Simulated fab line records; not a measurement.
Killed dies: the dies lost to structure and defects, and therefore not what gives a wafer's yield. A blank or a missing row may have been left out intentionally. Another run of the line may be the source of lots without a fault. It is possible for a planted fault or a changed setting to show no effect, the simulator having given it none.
Split-lot experiment    flow n5_finfet    21 wafers read from 7 lots, route of 1938 steps

ABOUT THE SPLIT
At N5_BEOL_M0_SAQP_ETCH_107 (etches SiNx in CH3F/O2, target depth 30 nm), the setting source_w was moved away from the recipe's 395 W on 4 of the 21 wafers read, by -12.5% to +13.8%. The other wafers ran this setting at the recipe's value.

The split's own step is where the reading is taken.

THE READING
rf_vpp_V, in V, at N5_BEOL_M0_SAQP_ETCH_107 (etches SiNx in CH3F/O2, target depth 30 nm). Typical for fault-free wafers on this fab line: 296 V, with standard deviation 3.6 V.

wafer   tool, chamber at the split  source_w as run, W  against the recipe  rf_vpp_V, V  against lot-mates on the recipe
L076.2  rie_diel-01, 1              395                 recipe              301          -
L076.4  rie_diel-01, 2              395                 recipe              295          -
L076.6  rie_diel-01, 2              395                 recipe              295          -
L082.1  rie_diel-02, 0              395                 recipe              298          -
L082.2  rie_diel-02, 3              395                 recipe              290          -
L082.4  rie_diel-02, 1              395                 recipe              290          -
L085.2  rie_diel-01, 0              395                 recipe              299          -
L085.3  rie_diel-01, 2              395                 recipe              293          -
L085.5  rie_diel-01, 1              345.7               -12.5%              318          +22
L090.1  rie_diel-06, 0              449.5               +13.8%              276          -20
L090.2  rie_diel-06, 2              449.5               +13.8%              283          -13
L090.6  rie_diel-06, 3              395                 recipe              296          -
L091.1  rie_diel-06, 2              351.6               -11.0%              315          +18
L091.4  rie_diel-06, 0              395                 recipe              294          -
L091.5  rie_diel-06, 3              395                 recipe              299          -
L095.4  rie_diel-06, 2              395                 recipe              298          -
L095.5  rie_diel-06, 0              395                 recipe              293          -
L095.6  rie_diel-06, 1              395                 recipe              301          -
L096.3  rie_diel-06, 3              395                 recipe              298          -
L096.5  rie_diel-06, 3              395                 recipe              296          -
L096.6  rie_diel-06, 2              395                 recipe              299          -

THE FIT
A straight line over all 21 wafers: rf_vpp_V changes by -1.43 V for each +1% of source_w; r = -0.92; the points scatter about the line by 3.6 V.
The same after taking each lot's own level away (the mean of its wafers on the recipe; 21 wafers): -1.42 V for each +1%; r = -0.93; scatter 3.2 V.
That fit puts the effect of the largest move of source_w on the reading at 20 V.
From 292.7 to 297.7 V: that is the span of the lots' own levels, equal to 1.4 times the standard deviation above.
Consequently the slope shifts little with the lot-to-lot level, the two slopes agreeing.
Check: for one of the wafers moved furthest among these (+13.8%), held out of the fit, the line's prediction against its lot-mates is -18.5 V. It came out at -20 V against them.
Tool readings at the split's step, against how far the setting was moved: rf_vpp_V r = -0.92.

ADDITIONAL SPLITS CARRIED BY THESE WAFERS
Before the reading, these wafers also passed through other splits. Each is held against what the fit with the lots' levels taken away leaves over:
other split on the same wafers         wafers away from the commonest value  r with rf_vpp_V (lot level and that fit taken away)
N5_MOL_CONTACT_COAG_ALD_27 time_s      5                                     +0.19
N5_BEOL_M0_SAQP_PECVD_96 time_s        5                                     -0.42
N5_BEOL_M0_SAQP_HM_DEP_111 time_s      6                                     -0.07
N5_BEOL_M0_SAQP_SPACER1_ALD_98 temp_c  8                                     -0.28

THE FILE'S OWN FIT
rf_vpp_V changes by -1.52 V for each +1% of source_w, r = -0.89.
